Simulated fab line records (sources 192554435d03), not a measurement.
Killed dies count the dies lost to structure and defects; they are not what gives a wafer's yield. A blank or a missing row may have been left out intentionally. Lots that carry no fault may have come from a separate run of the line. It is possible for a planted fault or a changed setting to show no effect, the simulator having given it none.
Split-lot study -- flow n5 finfet -- route with 1938 steps; 7 lots, 21 wafers read

## THE SPLIT
At N5_BEOL_M14_SPUTTER_43 (material TaN, target thk 15 nm, time 24.19 s), the setting power w was moved away from the recipe's 15000 W on 5 of the 21 wafers read, by -6.0% to +13.4%. For the rest of the wafers, this setting stayed at what the recipe calls for.

The split's own step is where the reading is taken.

## THE READING
TaN_of_BEOL_M14_SPUTTER_43.thk nm (the simulator's own value, which no gauge read), in nm, at N5_BEOL_M14_SPUTTER_43 (material TaN, target thk 15 nm, time 24.19 s). There is no usual value for it anywhere in the file. Across the 16 wafers here that went through the recipe, the average is 15.1 nm and the standard deviation 0.13 nm.

wafer,"tool, chamber at the split","power w as run, W",against the recipe,"TaN_of_BEOL_M14_SPUTTER_43.thk nm, nm",against lot-mates on the recipe
L074.1,"pvd sputter-02, -",15000,recipe,15,-
L074.4,"pvd sputter-02, -",17010,+13.4%,17,+2.0
L074.5,"pvd sputter-02, -",17010,+13.4%,17,+2.0
L077.1,"pvd sputter-02, -",15000,recipe,14.8,-
L077.5,"pvd sputter-02, -",15000,recipe,14.8,-
L077.3,"pvd sputter-02, -",14100,-6.0%,14,-0.8
L079.2,"pvd sputter-03, -",15000,recipe,15,-
L079.4,"pvd sputter-03, -",15000,recipe,15.2,-
L079.6,"pvd sputter-03, -",15000,recipe,15.2,-
L080.2,"pvd sputter-02, -",15000,recipe,15.2,-
L080.5,"pvd sputter-02, -",15000,recipe,15.2,-
L080.4,"pvd sputter-02, -",15000,recipe,15,-
L083.1,"pvd sputter-02, -",16900,+12.7%,17,+1.8
L083.4,"pvd sputter-02, -",15000,recipe,15.2,-
L083.6,"pvd sputter-02, -",15000,recipe,15.2,-
L094.1,"pvd sputter-01, -",15000,recipe,15,-
L094.3,"pvd sputter-01, -",15000,recipe,15,-
L094.6,"pvd sputter-01, -",15000,recipe,15,-
L095.2,"pvd sputter-01, -",15000,recipe,15,-
L095.5,"pvd sputter-01, -",15000,recipe,15,-
L095.3,"pvd sputter-01, -",15710,+4.7%,15.6,+0.6

FIT RESULTS
A straight line over all 21 wafers: TaN_of_BEOL_M14_SPUTTER_43.thk nm changes by +0.15 nm for each +1% of power w; r = +0.99; the points scatter about the line by 0.13 nm.
The same after taking each lot's own level away (the mean of its wafers on the recipe; 21 wafers): +0.145 nm for each +1%; r = +1.00; scatter 0.062 nm.
On that fit, the largest move of power w shifts the reading by 1.9 nm.
From 14.80 to 15.20 nm: that is the span of the lots' own levels, equal to 3.0 times the standard deviation above.
Consequently the slope shifts little with the lot-to-lot level, the two slopes agreeing.
Check: with one of the wafers moved furthest among these (+13.4%) left out of the fit, the line predicts +1.93 nm for it against its lot-mates. Against them it came out at +2 nm.

## THESE WAFERS: OTHER SPLITS
Before the reading, these wafers also passed through other splits. Each is held against what the fit with the lots' levels taken away leaves over:
other split on the same wafers,wafers away from the commonest value,r with TaN_of_BEOL_M14_SPUTTER_43.thk nm (lot level and that fit taken away)
N5_BEOL_M13_COAT_04 spin rpm,8,+0.19
N5_BEOL_M14_EXPOSE_07 dose mj,7,+0.38

## FILE'S OWN FIT
TaN_of_BEOL_M14_SPUTTER_43.thk nm changes by +0.144 nm for each +1% of power w, r = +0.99.
